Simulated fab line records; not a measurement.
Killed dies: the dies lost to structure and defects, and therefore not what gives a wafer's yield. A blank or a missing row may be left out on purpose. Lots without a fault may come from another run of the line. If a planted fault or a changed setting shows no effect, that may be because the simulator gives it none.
fab line records	flow nand-harc
record: lots: 13	wafers: 39	last-day: 33
route steps=1302 shown P_BONDPAD@375 A_ZERO_WELL@401 A_ONON_D1@424 END@1302
lots that met no fault: taken from a fault-free run of the same line
start-h: hours from the record's first day to the start of the lot's first wafer shown	wait-h: time in hours since the lot's previous step	" the same as in the row above	L1.1+2: a row that stands for several wafers	- no value, or no start was given	* or withheld: withheld	< > ~ a bound
route shown NAME@n: NAME is a module with steps in the file, n the number in the route of the first one	usual: mean/standard deviation of fault-free wafers	same: alike in all rows	chamber/n: place in a boat	sites: the reading at each site	_std_site: standard deviation across them	_edge_site: mean of outer sites minus mean of inner sites	radius-mm: for every site, how far away it sits from the centre of the wafer	mask NAME#n: copy n	behind: the tool/chamber that last shaped the wafer	hold: reason for holding the lot/hours on hold/outcome of the hold	device: whichever transistor did not switch (one of n, p or np)	end of line: the tests these same wafers got at the end of their route	where a step has no rows: the recipe by itself	killed: dies that structure and defects cost at the first sort, which is not the same as the wafer's yield	map: per-die view of a wafer (x killed, . not killed, _ where there is no die)
set.NAME: the run value of the setting; set.NAME@STEP: its run value at that earlier step	model.NAME: the simulator's own value behind a step, which no gauge read
route steps across a sampled set of lots; one table per step, one row per wafer
services: the hour from which a tool's chamber was out of use, counted from the record's first day as start-h (under 0 if before that day), plus the number of hours and why
== steps ==
step: NHARC_P_BONDPAD_PRE_CLEAN_26
recipe: time-s: 30	temp-c: 280	gas: H2/He
usual: heater-power-w: 397/42
lot.wafer	tool	chamber	start-h	wait-h	heater-power-w
L349.1	pvd-sputter-03	-	-	-	453
L349.2	"	-	"	"	335
L349.6	"	-	"	"	362
L350.3	pvd-sputter-02	-	-	-	407
L350.1	"	-	"	"	480
L350.6	"	-	"	"	344
L353.4	pvd-sputter-01	-	-	-	409
L353.6	"	-	"	"	349
L353.5	"	-	"	"	384
L354.2	pvd-sputter-01	-	-	-	427
L354.6	"	-	"	"	346
L354.5	"	-	"	"	383
L355.4	pvd-sputter-03	-	-	-	381
L355.1	"	-	"	"	390
L355.6	"	-	"	"	345
L356.3	pvd-sputter-01	-	-	-	377
L356.1	"	-	"	"	424
L356.6	"	-	"	"	357
L363.4	pvd-sputter-03	-	-	-	463
L363.1	"	-	"	"	344
L363.3	"	-	"	"	393
L365.3	pvd-sputter-03	-	-	-	379
L365.1	"	-	"	"	385
L365.5	"	-	"	"	348
L366.2	pvd-sputter-03	-	-	-	471
L366.1	"	-	"	"	392
L366.5	"	-	"	"	468
L368.1	pvd-sputter-01	-	-	-	416
L368.5	"	-	"	"	359
L368.6	"	-	"	"	374
L369.4	pvd-sputter-02	-	-	-	385
L369.1	"	-	"	"	487
L369.6	"	-	"	"	378
L371.3	pvd-sputter-01	-	-	-	423
L371.1	"	-	"	"	378
L371.6	"	-	"	"	421
L372.1	pvd-sputter-01	-	-	-	422
L372.2	"	-	"	"	367
L372.4	"	-	"	"	373
step: NHARC_P_BONDPAD_ANNEAL_28
recipe: temp-c: 225	time-s: 90
usual: anneal-temp-c: 225.03/0.18	anneal-temp-c-max: 225.90/0.21	wafer_temp_C_max: 226.4/0.5
lot.wafer	tool	chamber	start-h	wait-h	anneal-temp-c	anneal-temp-c-max	wafer_temp_C_max
L349.1	rtp-anneal-01	0	140.05	0.3	224.77	225.48	226.5
L349.2	"	0	"	"	224.77	225.63	226.5
L349.6	"	0	"	"	224.99	226.16	226.5
L350.1	rtp-anneal-01	0	145.04	-	225.18	225.92	226.7
L350.3	"	0	"	"	224.89	225.62	226.9
L350.6	"	0	"	"	225.06	225.96	226.9
L353.4	rtp-anneal-02	0	182.77	0.4	224.92	226.07	226.0
L353.5	"	0	"	"	225.15	226.07	225.8
L353.6	"	0	"	"	224.96	225.70	226.1
L354.2	rtp-anneal-02	0	185.95	-	224.84	225.59	226.0
L354.5	"	0	"	"	225.26	225.94	225.9
L354.6	"	0	"	"	225.23	226.13	226.1
L355.1	rtp-anneal-01	0	197.71	0.3	225.16	225.92	226.0
L355.4	"	0	"	"	225.00	225.78	226.3
L355.6	"	0	"	"	224.97	225.65	226.9
L356.1	rtp-anneal-01	0	205.62	0.3	225.24	226.06	227.2
L356.3	"	0	"	"	225.12	225.80	226.5
L356.6	"	0	"	"	225.26	226.14	226.4
L363.1	rtp-anneal-02	0	282.27	0.3	225.10	225.93	226.1
L363.3	"	0	"	"	225.25	225.89	225.7
L363.4	"	0	"	"	225.21	226.06	226.1
L365.1	rtp-anneal-02	0	305.48	-	225.35	226.30	226.1
L365.3	"	0	"	"	224.94	225.73	225.9
L365.5	"	0	"	"	225.01	226.08	226.4
L366.1	rtp-anneal-02	0	307.99	0.3	225.01	225.78	225.5
L366.2	"	0	"	"	224.91	225.80	226.1
L366.5	"	0	"	"	224.82	225.66	225.4
L368.1	rtp-anneal-01	0	333.59	0.5	224.93	225.69	227.0
L368.5	"	0	"	"	224.74	225.56	226.7
L368.6	"	0	"	"	224.93	225.88	226.4
L369.1	rtp-anneal-02	0	344.62	-	225.07	225.82	225.8
L369.4	"	0	"	"	225.24	226.18	225.6
L369.6	"	0	"	"	225.02	225.94	226.1
L371.1	rtp-anneal-02	0	354.46	0.3	224.84	225.78	226.2
L371.3	"	0	"	"	225.01	225.95	226.2
L371.6	"	0	"	"	224.80	225.80	226.3
L372.1	rtp-anneal-02	0	368.25	-	225.19	226.07	226.2
L372.2	"	0	"	"	225.13	226.03	226.0
L372.4	"	0	"	"	225.02	226.01	225.8
step: NHARC_A_ZERO_WELL_CD_MEAS_10
recipe: target-cd-nm: 2000	landing-energy-ev: 500
usual: cd-nm: 2000.3/1.7
lot.wafer	tool	chamber	start-h	wait-h	cd-nm
L349.1	cd-sem-02	0	142.26	-	1999.0
L349.2	"	0	"	"	2001.3
L349.6	"	0	"	"	2004.4
L350.1	cd-sem-01	0	147.24	-	2002.2
L350.3	"	0	"	"	2002.8
L350.6	"	0	"	"	2001.4
L353.4	cd-sem-03	0	184.81	-	1998.9
L353.5	"	0	"	"	1998.4
L353.6	"	0	"	"	1997.1
L354.2	cd-sem-03	0	188.10	-	1999.1
L354.5	"	0	"	"	1998.1
L354.6	"	0	"	"	1996.2
L355.1	cd-sem-03	0	199.91	-	2000.0
L355.4	"	0	"	"	1998.8
L355.6	"	0	"	"	1999.3
L356.1	cd-sem-03	0	207.82	-	2002.0
L356.3	"	0	"	"	2001.4
L356.6	"	0	"	"	2003.0
L363.1	cd-sem-02	0	284.53	-	1999.4
L363.3	"	0	"	"	1999.7
L363.4	"	0	"	"	2001.3
L365.1	cd-sem-01	0	307.56	-	2000.6
L365.3	"	0	"	"	2001.5
L365.5	"	0	"	"	2001.6
L366.1	cd-sem-02	0	310.16	-	1996.9
L366.2	"	0	"	"	1998.2
L366.5	"	0	"	"	1999.4
L368.1	cd-sem-01	0	335.80	-	2001.8
L368.5	"	0	"	"	1999.7
L368.6	"	0	"	"	2002.1
L369.1	cd-sem-02	0	346.79	-	1998.0
L369.4	"	0	"	"	1999.8
L369.6	"	0	"	"	1999.5
L371.1	cd-sem-03	0	356.55	-	2001.2
L371.3	"	0	"	"	2001.0
L371.6	"	0	"	"	2003.1
L372.1	cd-sem-02	0	370.46	-	2001.6
L372.2	"	0	"	"	2001.8
L372.4	"	0	"	"	2002.6
step: NHARC_A_ONON_D1_DEP_00
recipe: target-thk-a: 10000	n2-flow-sccm: 2750	n2o-flow-sccm: 2000	nh3-flow-sccm: 500	sih4-flow-sccm: 210	temp-c: 400
lot.wafer	tool	chamber	start-h	wait-h
L349.1+2+6	pecvd-onon-01	0	163.76	0.1
L350.1+3+6	pecvd-onon-01	0	170.99	0.1
L354.2+5+6	pecvd-onon-01	0	211.91	0.1
L353.4+5+6	pecvd-onon-02	0	212.03	0.2
L355.1+4+6	pecvd-onon-01	0	222.33	0.1
L356.1+3+6	pecvd-onon-01	0	229.81	0.1
L363.1+3+4	pecvd-onon-01	0	304.51	0.1
L366.1+2+5	pecvd-onon-01	0	329.39	0.1
L365.1+3+5	pecvd-onon-03	0	329.39	0.1
L368.1+5+6	pecvd-onon-03	0	359.77	0.1
L369.1+4+6	pecvd-onon-01	0	367.37	0.1
L371.1+3+6	pecvd-onon-03	0	378.24	0.1
L372.1+2+4	pecvd-onon-01	0	397.80	0.1
step: NHARC_A_ONON_D1_THK_MEAS_02
recipe: thk-meas-gauge: ellipsometry
usual: thk-nm: 999/9.6
lot.wafer	tool	chamber	start-h	wait-h	thk-nm
L349.1	film-metro-01	-	164.26	-	997
L349.2	"	-	"	"	999
L349.6	"	-	"	"	998
L350.1	film-metro-02	-	171.50	-	971
L350.3	"	-	"	"	969
L350.6	"	-	"	"	971
L354.2	film-metro-01	-	212.36	-	1005
L354.5	"	-	"	"	1004
L354.6	"	-	"	"	1004
L353.4	film-metro-02	-	212.36	-	1011
L353.5	"	-	"	"	1010
L353.6	"	-	"	"	1011
L355.1	film-metro-01	-	222.84	-	446
L355.4	"	-	"	"	445
L355.6	"	-	"	"	446
L356.1	film-metro-02	-	230.31	-	441
L356.3	"	-	"	"	438
L356.6	"	-	"	"	440
L363.1	film-metro-01	-	305.03	-	1004
L363.3	"	-	"	"	1003
L363.4	"	-	"	"	1003
L365.1	film-metro-01	-	329.90	-	983
L365.3	"	-	"	"	984
L365.5	"	-	"	"	982
L366.1	film-metro-02	-	329.91	-	1010
L366.2	"	-	"	"	1010
L366.5	"	-	"	"	1010
L368.1	film-metro-01	-	360.29	-	991
L368.5	"	-	"	"	990
L368.6	"	-	"	"	988
L369.1	film-metro-01	-	367.88	-	998
L369.4	"	-	"	"	998
L369.6	"	-	"	"	1000
L371.1	film-metro-01	-	378.75	-	1009
L371.3	"	-	"	"	1009
L371.6	"	-	"	"	1008
L372.1	film-metro-01	-	398.31	-	998
L372.2	"	-	"	"	1002
L372.4	"	-	"	"	1000
step: NHARC_END_SORT_01
recipe: temp-c: 25
usual: killed-at-array: 46/15	killed-at-other: 0.8/1.1	killed-at-periphery: 4.0/2.9	killed-dies: 50/15	killed-open: 3.2/1.8	killed-short: 2.3/1.6
same: gross-dies: 677
lot.wafer	tool	chamber	start-h	wait-h	killed-at-array	killed-at-other	killed-at-periphery	killed-dies	killed-open	killed-short
L356.1	prober-01	0	624.20	2.5	660	5	12	677	5	1
L356.3	prober-01	0	625.79	3.1	665	4	8	677	2	2
L356.6	prober-01	0	628.16	4.0	669	2	6	677	3	3
L355.1	prober-02	0	624.26	2.5	677	0	0	677	2	2
L355.4	prober-02	0	626.65	3.4	670	0	7	677	1	1
L355.6	prober-02	0	628.25	4.0	675	0	2	677	1	2
killed by level:class
L356.1 A_ONON_D1:area-dep=612 A_SLIT:chamber-film-flake=21 A_CHANNEL_HOLE_D2:chamber-film-flake=10 A_STAIRCASE:chamber-film-flake=6 A_CONTACT:chamber-film-flake=6 THIN_TSV:chamber-film-flake=4 P_ZERO_WELL:chamber-film-flake=3 P_GATE:chamber-film-flake=3
L355.1 A_ONON_D1:area-dep=637 A_CHANNEL_HOLE_D2:chamber-film-flake=22 A_STAIRCASE:chamber-film-flake=4 A_CONTACT:chamber-film-flake=4 A_CHANNEL_HOLE_D1:chamber-film-flake=2 A_ONON_D2:geometric-particle:short=1 A_CHANNEL_FILL_D2:geometric-particle:short=1 A_CHANNEL_FILL_D2:geometric-particle:open=1
L356.3 A_ONON_D1:area-dep=628 A_SLIT:chamber-film-flake=21 A_CHANNEL_HOLE_D2:chamber-film-flake=5 A_STAIRCASE:chamber-film-flake=4 P_GATE:chamber-film-flake=3 A_CONTACT:chamber-film-flake=3 THIN_TSV:chamber-film-flake=3 P_ZERO_WELL:chamber-film-flake=2
L355.4 A_ONON_D1:area-dep=637 A_CHANNEL_HOLE_D2:chamber-film-flake=21 P_ZERO_WELL:chamber-film-flake=4 A_STAIRCASE:chamber-film-flake=3 P_M1:chamber-film-flake=2 A_SLIT:chamber-film-flake=2 A_CONTACT:chamber-film-flake=2 A_ONON_D1:geometric-particle:open=1
L356.6 A_ONON_D1:area-dep=627 A_SLIT:chamber-film-flake=18 A_CHANNEL_HOLE_D2:chamber-film-flake=6 A_STAIRCASE:chamber-film-flake=5 A_ONON_D2:geometric-particle:open=2 P_STI:chamber-film-flake=2 P_GATE:chamber-film-flake=2 A_CHANNEL_HOLE_D1:chamber-film-flake=2
L355.6 A_ONON_D1:area-dep=642 A_CHANNEL_HOLE_D2:chamber-film-flake=20 A_STAIRCASE:chamber-film-flake=5 A_SLIT:chamber-film-flake=2 A_CONTACT:chamber-film-flake=2 P_M0:geometric-particle:short=1 A_DECK1_JOINT:geometric-particle:open=1 A_CHANNEL_FILL_D2:geometric-particle:short=1
== services ==
tool	chamber	start-h	hours	kind
pvd-sputter-01	-	126.84	5.6	repair
pvd-sputter-03	-	170.00	10.0	pm
pecvd-onon-02	-	185.00	13.0	pm
pvd-sputter-01	-	226.02	10.0	pm
pecvd-onon-03	-	227.04	13.0	pm
pecvd-onon-02	-	243.80	2.7	repair
pecvd-onon-01	-	269.07	13.0	pm
pvd-sputter-03	-	279.82	1.2	repair
pvd-sputter-02	-	282.08	10.0	pm
pvd-sputter-01	-	287.67	6.3	repair
pvd-sputter-03	-	338.29	6.5	repair
pvd-sputter-03	-	348.00	10.0	pm
pvd-sputter-01	-	348.72	1.4	repair
pvd-sputter-01	-	364.45	1.0	repair
pvd-sputter-03	-	364.69	0.9	repair
pecvd-onon-02	-	366.00	13.0	pm
pvd-sputter-03	-	368.08	8.3	repair
rtp-anneal-01	-	372.00	12.0	pm
pvd-sputter-02	-	389.34	3.2	repair
pvd-sputter-03	-	391.75	5.4	repair
== key ==
first-sign: step: NHARC_A_ONON_D1_THK_MEAS_02	reading: thk-nm	direction: down	sigmas: 58	usual: 999	struck: 443
effect: step: NHARC_END_SORT_01	reading: killed-at-array	direction: up	sigmas: 41	usual: 46	struck: 669
more-kills-born-at: NHARC_A_ONON_D1_DEP_00@pecvd-onon-01: 3783
met-at NHARC_A_ONON_D1_DEP_00
struck-lots L355,L356
later-rows-left-out L355.1,L355.4,L355.6,L356.1,L356.3,L356.6
tester-left-out L355,L356
not-acting-at NHARC_P_BONDPAD_PRE_CLEAN_26,NHARC_P_BONDPAD_ANNEAL_28,NHARC_A_ZERO_WELL_CD_MEAS_10
onset-between 211.91 222.33
fault: kind: process-parameter-drift	tool: pecvd-onon-01	chamber: -	onset-h: 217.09	steps: NHARC_A_ONON_D1_DEP_00	channel: target-thk-a	offset: *	shape: step	end-h: 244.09	acts-in: *	stated: *
tester-left-out: of these lots the tester's yield and bins aren't shown, on N5 and GAA mostly nor the transistor test; their killed dies are dies lost to structure and defects alone, not to doping, threshold or leakage, so they don't give the yield
later-rows-left-out: the simulator's readings of these wafers behind a module that went badly wrong aren't trusted and aren't shown, but for the sort
